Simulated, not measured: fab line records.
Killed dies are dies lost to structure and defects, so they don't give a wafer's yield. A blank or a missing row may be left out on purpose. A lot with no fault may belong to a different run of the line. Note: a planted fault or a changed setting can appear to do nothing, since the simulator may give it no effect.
Matching of chambers :: flow n5-finfet :: 4 sister chambers for N5_SD_EPI_P_ETCH_37 on rie-diel-03
The step etches SOC in N2/H2, overetch 108 nm, time 486 s. 8 wafers are shown with their chamber, then 8 later ones without.

WAFERS, EACH WITH ITS CHAMBER
wafer: L076.1
chamber: 1
showerhead-plenum-p-Torr (Torr): 2.54
drypump-motor-current-A (A): 6.1

wafer: L076.2
chamber: 2
showerhead-plenum-p-Torr (Torr): 2.63
drypump-motor-current-A (A): 6.1

wafer: L077.1
chamber: 3
showerhead-plenum-p-Torr (Torr): 2.53
drypump-motor-current-A (A): 5.7

wafer: L077.5
chamber: 3
showerhead-plenum-p-Torr (Torr): 2.53
drypump-motor-current-A (A): 5.6

wafer: L081.1
chamber: 1
showerhead-plenum-p-Torr (Torr): 2.53
drypump-motor-current-A (A): 6.1

wafer: L081.3
chamber: 0
showerhead-plenum-p-Torr (Torr): 2.58
drypump-motor-current-A (A): 5.9

wafer: L081.4
chamber: 2
showerhead-plenum-p-Torr (Torr): 2.63
drypump-motor-current-A (A): 6.1

wafer: L083.1
chamber: 0
showerhead-plenum-p-Torr (Torr): 2.58
drypump-motor-current-A (A): 5.9

WAFERS WHOSE CHAMBER IS MISSING
wafer: L083.4
showerhead-plenum-p-Torr (Torr): 2.53
drypump-motor-current-A (A): 5.7

wafer: L083.5
showerhead-plenum-p-Torr (Torr): 2.62
drypump-motor-current-A (A): 6.1

wafer: L084.1
showerhead-plenum-p-Torr (Torr): 2.62
drypump-motor-current-A (A): 6.1

wafer: L084.5
showerhead-plenum-p-Torr (Torr): 2.62
drypump-motor-current-A (A): 6.1

wafer: L084.6
showerhead-plenum-p-Torr (Torr): 2.53
drypump-motor-current-A (A): 5.7

wafer: L088.1
showerhead-plenum-p-Torr (Torr): 2.62
drypump-motor-current-A (A): 6.1

wafer: L088.2
showerhead-plenum-p-Torr (Torr): 2.57
drypump-motor-current-A (A): 5.9

wafer: L088.5
showerhead-plenum-p-Torr (Torr): 2.53
drypump-motor-current-A (A): 6.1

CHAMBER TAKEN BY EACH
wafer: L083.4
from the rows above: 3
in truth: 3

wafer: L083.5
from the rows above: 2
in truth: 2

wafer: L084.1
from the rows above: 2
in truth: 2

wafer: L084.5
from the rows above: 2
in truth: 2

wafer: L084.6
from the rows above: 3
in truth: 3

wafer: L088.1
from the rows above: 2
in truth: 2

wafer: L088.2
from the rows above: 0
in truth: 0

wafer: L088.5
from the rows above: 1
in truth: 1
Correctly placed: 8 of 8. From these rows, 0 cannot be placed. Number placed wrongly: 0.
How it was worked out, from the rows above alone: a wafer's distance from a chamber is the root of the sum, over the readings, of the square of ((its reading less the chamber's mean) divided by the reading's scatter). If the next closest chamber is less than 2 further off than the closest, the wafer can't be placed; otherwise it belongs to the closest. For every chamber, the mean is computed from those of its wafers that are shown. The scatter is the square root of a quotient: the sum, over the shown wafers, of each reading's squared deviation from its chamber's mean, divided by wafers minus chambers.
